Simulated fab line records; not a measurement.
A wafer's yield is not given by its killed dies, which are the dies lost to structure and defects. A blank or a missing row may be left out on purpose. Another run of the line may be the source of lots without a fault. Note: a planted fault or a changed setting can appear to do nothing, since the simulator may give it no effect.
Comparing a struck lot with a sound one -- flow nand harc -- 13 steps out of a route of 1302
Sound: wafers L732.1, L732.4, L732.5. Struck: wafers L741.3, L741.4, L741.6. The cause comes at the end.
For every step that has rows: the tool of each side, followed by ch and its chambers, followed by its first start. Under that, the readings that differ: sound wafers -- struck wafers -- difference of the means -- sigmas: that difference in standard deviations of wafers without a fault.
alike: same words and numbers on both sides, and readings whose means sit less than 2 such deviations apart. not compared: any withheld reading, any reading some wafer has no value for, any bound like >300 that may hide the same value, and any number with overlapping values for which the record gives no deviation.
Wherever a step has rows on one side only, a row that says differs or no value, or a row with sigmas, the two part there. Numbers that don't overlap but have no deviation are shown without sigmas and don't part them. A reading missing from all wafers of one side parts the sides only when that side holds two or more wafers.

NHARC_A_STAIRCASE_STRIP_446: strips in O2.
  sound on plasma asher-02 ch 0,1, day 19 10:04; struck on plasma asher-02 ch 0,1, day 23 16:28
  alike: drypump motor current A, heater power w
  not compared: rf hours counter h
then, 3 steps without rows for these wafers: NHARC_A_STAIRCASE_STRIP_447 (strips in SPM, time 900 s); NHARC_A_STAIRCASE_PRECLEAN_448 (cleans in SC1); NHARC_A_STAIRCASE_SRD_449.
NHARC_A_STAIRCASE_CMP_450: polishes SiO2, target thk 200 nm.
  sound on cmp-01 ch 2,3, day 19 10:53; struck on cmp-04 ch 1,2,3, day 23 17:11
  alike: motor current A, slurry filter dp kPa
NHARC_A_STAIRCASE_CMP_152: polishes.
  sound on cmp-01 ch 2,3, day 19 10:58; struck on cmp-04 ch 1,2,3, day 23 17:16
  alike: motor current A, slurry filter dp kPa
then, 2 steps without rows for these wafers: NHARC_A_STAIRCASE_SRD_154; NHARC_A_STAIRCASE_ETCH_403 (etches SiO2 in dHF, target depth 108.2 nm).
NHARC_A_STAIRCASE_ETCHBACK_422: etches the open film in CH3F/O2, target depth 40 nm, time 74.286 s.
  sound on rie diel-10 ch 0,3, day 19 11:27; struck on rie diel-13 ch 0,1,2, day 23 17:46
  alike: bias w, ch3f flow sccm, chamber pressure mTorr, drypump motor current A, oes product au, rf vpp V, showerhead plenum p Torr, throttle valve pct
  not compared: rf hours counter h
then, 1 step without rows for these wafers: NHARC_A_STAIRCASE_ETCH_423 (etches SiO2 in dHF, target depth 30 nm).
NHARC_A_STAIRCASE_ETCHBACK_157: etches the open film in CH3F/O2, target depth 90 nm, time 167.14 s.
  sound on rie diel-13 ch 0,2, day 19 11:48; struck on rie diel-13 ch 1,2, day 23 18:16
  no value came back on the struck wafers for any of 8 readings (bias w (W), ch3f flow sccm (sccm) and others); on the sound wafers bias w (W) reads 100.1 100.3 100.8
  not compared: rf hours counter h
NHARC_A_STAIRCASE_STRIP_475: strips in O2, time 20 s.
  sound on rie diel-13 ch 0,2; struck on rie diel-13 ch 2,3, day 23 18:37
  alike: chamber pressure mTorr, drypump motor current A, oes product au, rf vpp V, showerhead plenum p Torr, throttle valve pct
  not compared: rf hours counter h
-- the record jumps here: 5 days lie between the struck wafers' starts before and after (it left off in module A_STAIRCASE and takes up again in module END, whose first step shown is number 1302 of the route) --
NHARC_END_SORT_01:
  sound on prober-01 ch 0, day 24 19:12; struck on prober-01 ch 0, day 28 21:43
reading,sound,struck,difference,sigmas
killed at array,77 58 74,675 675 675,+605,+38
killed dies,81 62 80,677 677 677,+603,+35
  alike: killed at other, killed at periphery, killed open, killed short

## WHERE THEY PART
Last at NHARC_END_SORT_01 as far as this record goes, first at NHARC_A_STAIRCASE_ETCHBACK_157.

WHY: whatever the simulator had introduced
Skipped step whole: rie diel-13, from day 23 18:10 on, at NHARC_A_STAIRCASE_ETCHBACK_157. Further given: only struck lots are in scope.
